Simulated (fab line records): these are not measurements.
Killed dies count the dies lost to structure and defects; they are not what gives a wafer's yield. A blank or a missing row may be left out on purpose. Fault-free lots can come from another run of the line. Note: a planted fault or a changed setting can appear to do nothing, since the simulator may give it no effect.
A lot that was struck, set against a sound lot | flow nandHarc | 15 out of 1302 route steps
Sound: these wafers, L127.1, L127.3, L127.4. Wafers L135.1, L135.3, L135.5 were the ones struck. Last of all comes the cause.
For every step that has rows: the tool of each side, followed by ch and its chambers, followed by its first start. Under that, the readings that differ: sound wafers | struck wafers | difference of the means | sigmas: that difference in standard deviations of wafers without a fault.
alike: words and numbers the same on both sides, and readings whose means are apart by under 2 such deviations; not compared: readings that were withheld, readings missing a value for some wafer, numbers with overlapping values and no deviation given by the record, and bounds like >300 which may hide the same value.
Wherever a step has rows on one side only, a row that says differs or no value, or a row with sigmas, the two part there. Non-overlapping numbers with no deviation appear without sigmas and do not part them. A reading missing from all wafers of one side parts the sides only when that side holds two or more wafers.

first, 3 steps without rows for these wafers: NHARC_P_GATE_EXPOSE_08 (exposes mask P HV); NHARC_P_GATE_PEB_09 (peb time 85 s); NHARC_P_GATE_DEVELOP_10 (time 70 s).
NHARC_P_GATE_CD_MEAS_11: the cd target is 1640 nm.
  sound on cdSem-03 ch 0, day 7 05:48; struck on cdSem-01 ch 0, day 10 13:35
  alike: cdNm
then, 1 step without rows for these wafers: NHARC_P_GATE_HARDBAKE_12 (time 80 s).
NHARC_P_GATE_DESCUM_13: chemistry O2, time 3 s.
  sound on rieDiel-12 ch 0,2,3, day 7 05:58; struck on rieDiel-06 ch 1,2, day 10 13:44
reading             | sound             | struck            | difference | sigmas
oesProductAu (a.u.) | 0.992 0.991 0.992 | 1.012 1.013 1.010 | +0.020     | +2
  alike: drypumpMotorCurrentA, rfVppV, showerheadPlenumPTorr, throttleValvePct
  not compared: rfHoursCounterH
then, 6 steps without rows for these wafers: NHARC_P_GATE_ETCH_14 (etches SiO2 in dHF, target depth 48.8 nm); NHARC_P_GATE_STRIP_15 (strips in SPM, time 780 s); NHARC_P_GATE_PRECLEAN_71 (cleans in SC1); NHARC_P_GATE_SRD_72; NHARC_P_GATE_OXIDE_16 (material SiO2, target thk 3 nm, ox time 392 s); NHARC_P_GATE_CVD_17 (deposits poly-Si, target thk 150 nm, time 900 s).
NHARC_P_GATE_HM_DEP_102: deposits aC, target thk 120 nm.
  sound on aclDep-01 ch 0, day 7 19:25; struck on aclDep-03 ch 0, day 11 10:45
  alike: throttleValvePct
NHARC_P_GATE_DEP_103: deposits SiON, target thk 30 nm.
  sound on pecvd-03 ch 1,2, day 7 20:07; struck on pecvd-04 ch 0,1, day 11 11:25
  alike: heaterPowerW
  not compared: sinceWetCleanH
-- record jumps: 19 days between struck wafers' starts before vs after; left off in module P_GATE, resumes in module END, first step shown is number 1302 of the route --
NHARC_END_SORT_01:
  the record has rows for the struck wafers here (prober-02 ch 0, day 30 08:52) and none for the sound ones

WHERE THEY PART
At NHARC_P_GATE_DESCUM_13 first; at NHARC_END_SORT_01 last (within this record only).

WHY: the cause the simulator had injected
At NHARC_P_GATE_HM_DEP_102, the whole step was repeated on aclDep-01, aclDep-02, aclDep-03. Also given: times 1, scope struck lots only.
